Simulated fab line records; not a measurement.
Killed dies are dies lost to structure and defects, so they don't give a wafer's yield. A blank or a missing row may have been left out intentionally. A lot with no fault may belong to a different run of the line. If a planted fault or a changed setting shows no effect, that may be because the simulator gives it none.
Struck lot and sound lot, side by side -- flow n5 finfet -- 41 steps out of a route of 1938
Sound: wafers L193.2, L193.3, L193.4. Struck: wafer L195.1 (L195.2, L195.5, from the same lot, were not struck and are left out); the cause is given at the end.
For every step that has rows: the tool of each side, followed by ch and its chambers, followed by its first start. Under that, the readings that differ: sound wafers -- struck wafers -- difference of the means -- sigmas: that difference in standard deviations of wafers without a fault.
alike: readings whose means differ by less than 2 such deviations, and words and numbers that are the same on both sides. not compared: withheld readings, readings that some wafer has no value for, bounds like >300 that may hide the same value, and numbers for which the record gives no deviation and whose values overlap.
The two part at a step that has a row with sigmas, a row that says differs or no value, or rows on one side only. Non-overlapping numbers with no deviation appear without sigmas and do not part them. A reading that every wafer of one side lacks parts them only if that side has two wafers or more.

first, 11 steps without rows for these wafers: N5_GATE_CUT_ETCHBACK_00 (etches W in SF6/Cl2); N5_GATE_CUT_ETCH_56 (etches TiN in Cl2/Ar, target depth 21.6 nm); N5_GATE_CUT_ETCHBACK_30 (etches TiN in Cl2/Ar, target depth 3 nm); N5_GATE_CUT_VAPOR_ETCH_60 (etches HfO2 in BCl3/Cl2); N5_GATE_CUT_ETCH_58 (etches SiNx in CH3F/O2, target depth 17 nm, time 128.6 s); N5_GATE_CUT_STRIP_59 (strips in N2/H2, time 20 s); N5_GATE_CUT_PRECLEAN_31 (cleans in DIW, time 300 s); N5_GATE_CUT_SRD_32 (time 30 s); N5_GATE_CUT_SAC_CAP_01 (material SiNx, target thk 24 nm, pulse time 1 s, ald cycles 480); N5_GATE_CUT_PECVD_57 (deposits SiNx from SiH4/NH3/N2, target thk 21 nm); N5_GATE_CUT_CMP_02 (polishes, stops on SiO2, t overpolish 12.7 s, target thk 0 nm).
N5_GATE_CUT_HM_DEP_46: deposits SiO2 from TEOS/O2, target thk 130 nm, time 26.6 s.
  sound on pecvd-02 ch 1,2, day 9 20:46; struck on pecvd-04 ch 1, day 10 07:55
  alike: heater power w, showerhead plenum p Torr, throttle valve pct
  not compared: since wet clean h
then, 26 steps without rows for these wafers: N5_GATE_CUT_COAT_34 (time 60 s, resist thk 60 nm); N5_GATE_CUT_COAT_35 (time 60 s, resist thk 10 nm); N5_GATE_CUT_COAT_27 (time 60 s, resist thk 10 nm); N5_GATE_CUT_COAT_07 (resist thk 30 nm); N5_GATE_CUT_EBR_09; N5_GATE_CUT_SOFTBAKE_08 (time 60 s); N5_GATE_CUT_EXPOSE_10 (exposes mask GATE CUT, target cd 20 nm); N5_GATE_CUT_PEB_11 (peb time 60 s); N5_GATE_CUT_DEVELOP_12 (develop time 30 s); N5_GATE_CUT_DESCUM_18 (chemistry O2, time 7 s); N5_GATE_CUT_ETCH_28 (etches underlayer in N2/H2, target depth 13 nm, time 10.4 s); N5_GATE_CUT_ETCH_36 (etches SiARC in CF4, target depth 13 nm, time 21.7 s); N5_GATE_CUT_ETCH_37 (etches SOC in N2/H2, target depth 60 nm, overetch 12 nm, time 90 s); N5_GATE_CUT_STRIP_38 (strips in N2/H2); N5_GATE_CUT_STRIP_39 (strips in N2/H2); N5_GATE_CUT_HM_OPEN_40 (chemistry C4F6/O2, target SiO2, target depth 139 nm, time 85.1 s); N5_GATE_CUT_STRIP_41 (strips in CF4); N5_GATE_CUT_STRIP_42 (strips in O2); N5_GATE_CUT_ETCH_19 (etches SiNx in CH3F/O2, target depth 53.7 nm, time 76.7 s); N5_GATE_CUT_CUT_ETCH_53 (etches W in SF6/Cl2, target depth 79.2 nm); N5_GATE_CUT_CUT_ETCH_54 (etches TiN in Cl2/BCl3, target depth 96.7 nm); N5_GATE_CUT_CUT_ETCH_55 (etches HfO2 in BCl3, target depth 3.2 nm); N5_GATE_CUT_ETCH_47 (etches SiO2 in Cl2/BCl3, target depth 10 nm); N5_GATE_CUT_VAPOR_ETCH_48 (etches TiN in BCl3/Cl2); N5_GATE_CUT_VAPOR_ETCH_49 (etches TiAlC in BCl3/Cl2); N5_GATE_CUT_VAPOR_ETCH_51 (etches HfO2 in BCl3/Cl2).
N5_GATE_CUT_THK_MEAS_24:
  sound: film metro-02 at day 10 00:26; struck: film metro-02 at day 10 11:09
reading,sound,struck,difference,sigmas
GC_FILL_THK (nm),217.7 218.9 220.7,205.0,-14.1,-6
-- a jump in the record: the struck wafers' starts before and after are 4 days apart (it breaks off in module GATE_CUT and resumes in module BEOL_M4, where the first step shown is number 1111 of the route) --
N5_BEOL_M4_RC_MEAS_101:
  sound on prober-01 ch 0, day 13 20:37; struck on prober-01 ch 0, day 14 05:49
  alike: DIBL_N, DIBL_P, IOFF_N, IOFF_P, ION_N, ION_P, SS_N, SS_P, VT_N, VT_P
-- the record jumps here: 5 days lie between the struck wafers' starts before and after (it left off in module BEOL_M4 and takes up again in module PASSIVATION, whose first step shown is number 1936 of the route) --
N5_PASSIVATION_PROBE_49:
  sound: prober-02 at day 18 07:52; struck: prober-02 at day 19 05:46
reading,sound,struck,difference,sigmas
killed_at_M0_to_M3,26 29 34,53,+23,+2
  alike: defect limited yield, killed_at_M4_up, killed at contacts, killed at front end, killed at other, killed dies, killed open, killed short, sort_bin_4_leakage, sort_bin_5_function, sort_bin_6_memory, sort n pass, sort yield pct

## WHERE THEY PART
First at N5_GATE_CUT_THK_MEAS_24; last, within this record, at N5_PASSIVATION_PROBE_49.

WHY: the cause the simulator had injected
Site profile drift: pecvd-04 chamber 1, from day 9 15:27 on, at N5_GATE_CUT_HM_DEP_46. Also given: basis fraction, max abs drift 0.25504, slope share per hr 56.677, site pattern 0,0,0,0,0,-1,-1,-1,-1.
